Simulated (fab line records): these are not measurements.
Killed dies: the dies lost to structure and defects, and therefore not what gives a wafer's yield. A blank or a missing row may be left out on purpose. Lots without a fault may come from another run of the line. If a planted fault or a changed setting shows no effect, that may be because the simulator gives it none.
Which of the tools did it? | flow n5 finfet | 24 lots, 72 wafers sampled, at 4 steps of a route of 1938

## WHAT THE GAUGES SHOWED, per wafer
N5_BEOL_M4_RS_MEAS_58: uses a four-point probe to measure.
lot  | measured     | on            | M4_RS (ohm/sq)
L074 | day 7 18:26  | film metro-02 | 0.64 0.63 0.72
L075 | day 8 03:38  | film metro-02 | 0.66 0.66 0.67
L076 | day 8 11:31  | film metro-01 | 0.74 0.70 0.62
L077 | day 8 13:05  | film metro-02 | 0.61 0.67 0.62
L078 | day 8 17:21  | film metro-02 | 0.69 0.70 0.69
L079 | day 9 00:01  | film metro-01 | 0.63 0.64 0.69
L080 | day 9 03:59  | film metro-01 | 0.66 0.62 0.65
L082 | day 9 16:54  | film metro-01 | 0.67 0.74 0.70
L081 | day 9 20:30  | film metro-02 | 0.63 0.67 0.64
L083 | day 10 02:26 | film metro-01 | 0.66 0.69 0.70
L084 | day 10 07:28 | film metro-01 | 0.63 0.65 0.71
L086 | day 10 10:59 | film metro-02 | 0.63 0.66 0.68
L087 | day 11 02:13 | film metro-02 | 0.65 0.68 0.72
L085 | day 11 02:28 | film metro-02 | 0.68 0.66 0.64
L088 | day 11 02:37 | film metro-02 | 0.73 0.69 0.71
L089 | day 11 07:33 | film metro-02 | 0.64 0.64 0.64
L090 | day 12 03:24 | film metro-02 | 0.67 0.66 0.69
L091 | day 12 08:19 | film metro-02 | 0.67 0.72 0.73
L092 | day 12 10:58 | film metro-02 | 0.70 0.70 0.68
L093 | day 12 15:36 | film metro-01 | 0.76 0.67 0.65
L094 | day 12 18:50 | film metro-02 | 0.74 0.67 0.72
L095 | day 13 02:44 | film metro-01 | 0.68 0.73 0.69
L096 | day 13 11:44 | film metro-01 | 0.67 0.72 0.76
L097 | day 13 11:55 | film metro-02 | 0.69 0.72 0.67

## WHICH TOOL RAN EACH LOT (tool, then ch and the chambers of the sampled wafers, then the start)
lot  | N5_BEOL_M4_SURFACE_TREAT_85  | N5_BEOL_M4_SPUTTER_48        | N5_BEOL_M4_SPUTTER_86
L074 | pvd sputter-03, day 7 14:02  | pvd sputter-01, day 7 15:37  | pvd sputter-01, day 7 16:17
L075 | pvd sputter-03, day 8 00:36  | pvd sputter-03, day 8 00:49  | pvd sputter-03, day 8 01:29
L076 | pvd sputter-01, day 8 08:21  | pvd sputter-02, day 8 08:41  | pvd sputter-02, day 8 09:20
L077 | pvd sputter-01, day 8 08:43  | pvd sputter-01, day 8 09:04  | pvd sputter-01, day 8 09:44
L078 | pvd sputter-03, day 8 12:03  | pvd sputter-03, day 8 14:29  | pvd sputter-03, day 8 15:09
L079 | pvd sputter-01, day 8 20:47  | pvd sputter-01, day 8 21:13  | pvd sputter-01, day 8 21:53
L080 | pvd sputter-02, day 9 00:16  | pvd sputter-03, day 9 00:32  | pvd sputter-03, day 9 01:12
L082 | pvd sputter-03, day 9 13:39  | pvd sputter-03, day 9 13:58  | pvd sputter-03, day 9 14:38
L081 | pvd sputter-01, day 9 17:15  | pvd sputter-02, day 9 17:40  | pvd sputter-02, day 9 18:20
L083 | pvd sputter-01, day 9 23:17  | pvd sputter-01, day 9 23:35  | pvd sputter-01, day 10 00:14
L084 | pvd sputter-03, day 10 04:16 | pvd sputter-03, day 10 04:39 | pvd sputter-03, day 10 05:19
L086 | pvd sputter-03, day 10 07:52 | pvd sputter-01, day 10 08:09 | pvd sputter-01, day 10 08:49
L087 | pvd sputter-02, day 10 23:07 | pvd sputter-01, day 10 23:22 | pvd sputter-01, day 11 00:01
L085 | pvd sputter-02, day 10 23:11 | pvd sputter-03, day 10 23:31 | pvd sputter-03, day 11 00:10
L088 | pvd sputter-03, day 10 23:28 | pvd sputter-02, day 10 23:47 | pvd sputter-02, day 11 00:27
L089 | pvd sputter-02, day 11 04:26 | pvd sputter-03, day 11 04:43 | pvd sputter-03, day 11 05:22
L090 | pvd sputter-01, day 11 22:32 | pvd sputter-02, day 12 00:35 | pvd sputter-02, day 12 01:15
L091 | pvd sputter-03, day 12 05:16 | pvd sputter-03, day 12 05:29 | pvd sputter-03, day 12 06:09
L092 | pvd sputter-03, day 12 07:52 | pvd sputter-02, day 12 08:09 | pvd sputter-02, day 12 08:49
L093 | pvd sputter-03, day 12 12:08 | pvd sputter-03, day 12 12:41 | pvd sputter-03, day 12 13:20
L094 | pvd sputter-01, day 12 14:09 | pvd sputter-01, day 12 16:02 | pvd sputter-01, day 12 16:41
L095 | pvd sputter-02, day 12 22:46 | pvd sputter-03, day 12 23:56 | pvd sputter-03, day 13 00:35
L096 | pvd sputter-03, day 13 08:39 | pvd sputter-03, day 13 08:56 | pvd sputter-03, day 13 09:35
L097 | pvd sputter-03, day 13 08:41 | pvd sputter-01, day 13 09:05 | pvd sputter-01, day 13 09:45
- N5_BEOL_M4_SURFACE_TREAT_85
- N5_BEOL_M4_SPUTTER_48: material Cu, target thk 4.5 nm, time 8.29 s.
- N5_BEOL_M4_SPUTTER_86: material Cu, target thk 4.5 nm, time 8.29 s.

## WHAT THE TOOLS THEMSELVES READ (means of the sampled wafers that have a number; where no wafer has one, the mark that the record gives instead)
N5_BEOL_M4_SPUTTER_48.
lot  | tool           | susceptor temp C (C) | throttle valve pct (%)
L074 | pvd sputter-01 | -20.03               | 30.4
L075 | pvd sputter-03 | -19.98               | 30.6
L076 | pvd sputter-02 | -20.08               | 30.4
L077 | pvd sputter-01 | -19.84               | 30.5
L078 | pvd sputter-03 | -20.04               | 30.0
L079 | pvd sputter-01 | -19.98               | 29.9
L080 | pvd sputter-03 | -19.92               | 30.0
L082 | pvd sputter-03 | -20.01               | 29.9
L081 | pvd sputter-02 | -19.98               | 29.6
L083 | pvd sputter-01 | -19.94               | 30.4
L084 | pvd sputter-03 | -20.01               | 30.4
L086 | pvd sputter-01 | -19.94               | 30.5
L087 | pvd sputter-01 | -19.91               | 29.6
L085 | pvd sputter-03 | -19.98               | 30.1
L088 | pvd sputter-02 | -19.93               | 29.3
L089 | pvd sputter-03 | -20.01               | 30.0
L090 | pvd sputter-02 | -20.02               | 30.0
L091 | pvd sputter-03 | -19.95               | 30.4
L092 | pvd sputter-02 | -20.09               | 30.2
L093 | pvd sputter-03 | -20.15               | 30.0
L094 | pvd sputter-01 | -19.96               | 30.1
L095 | pvd sputter-03 | -20.00               | 30.1
L096 | pvd sputter-03 | -20.00               | 30.3
L097 | pvd sputter-01 | -20.05               | 29.9

N5_BEOL_M4_SPUTTER_86.
lot  | tool           | susceptor temp C (C) | throttle valve pct (%)
L074 | pvd sputter-01 | -20.04               | 30.5
L075 | pvd sputter-03 | -19.94               | 30.3
L076 | pvd sputter-02 | -19.99               | 30.5
L077 | pvd sputter-01 | -19.96               | 30.4
L078 | pvd sputter-03 | -19.81               | 30.0
L079 | pvd sputter-01 | -20.01               | 29.8
L080 | pvd sputter-03 | -19.90               | 30.0
L082 | pvd sputter-03 | -19.85               | 30.0
L081 | pvd sputter-02 | -19.89               | 29.5
L083 | pvd sputter-01 | -19.98               | 30.6
L084 | pvd sputter-03 | -20.00               | 30.2
L086 | pvd sputter-01 | -19.93               | 30.5
L087 | pvd sputter-01 | -20.13               | 29.5
L085 | pvd sputter-03 | -20.01               | 30.3
L088 | pvd sputter-02 | -19.98               | 29.2
L089 | pvd sputter-03 | -20.04               | 29.9
L090 | pvd sputter-02 | -19.98               | 29.9
L091 | pvd sputter-03 | -19.99               | 30.3
L092 | pvd sputter-02 | -19.90               | 30.1
L093 | pvd sputter-03 | -20.07               | 30.0
L094 | pvd sputter-01 | -19.97               | 30.1
L095 | pvd sputter-03 | -19.94               | 30.1
L096 | pvd sputter-03 | -20.07               | 30.2
L097 | pvd sputter-01 | -19.91               | 29.8

## THE ANSWER, worked out from the rows above alone
Rule: the usual values come from the lots themselves. Put in order of their means at a reading, lots are off if they are a third of the lots or fewer, leave a main group of 4 or more, and stand apart from it by a gap of 3 or more times the standard deviation of the main group's means; of several such gaps the widest counts. If all means in a main group match to the digits the tables above print for the reading, that group is not used. Also off: a lot with no number at a reading for which 4 or more lots have one. Where the step has rows for the other lots, those lots are counted as sound. First the gauges in route order, then the tools' own readings, where a lot's mean is used as printed above. The first step at which some lot is off is used, and at that step the reading that is off furthest; a lot without a number counts as furthest.
No lot is off on any of the readings shown, so nothing can be concluded from this.

## WHAT WAS PUT IN BY THE SIMULATOR
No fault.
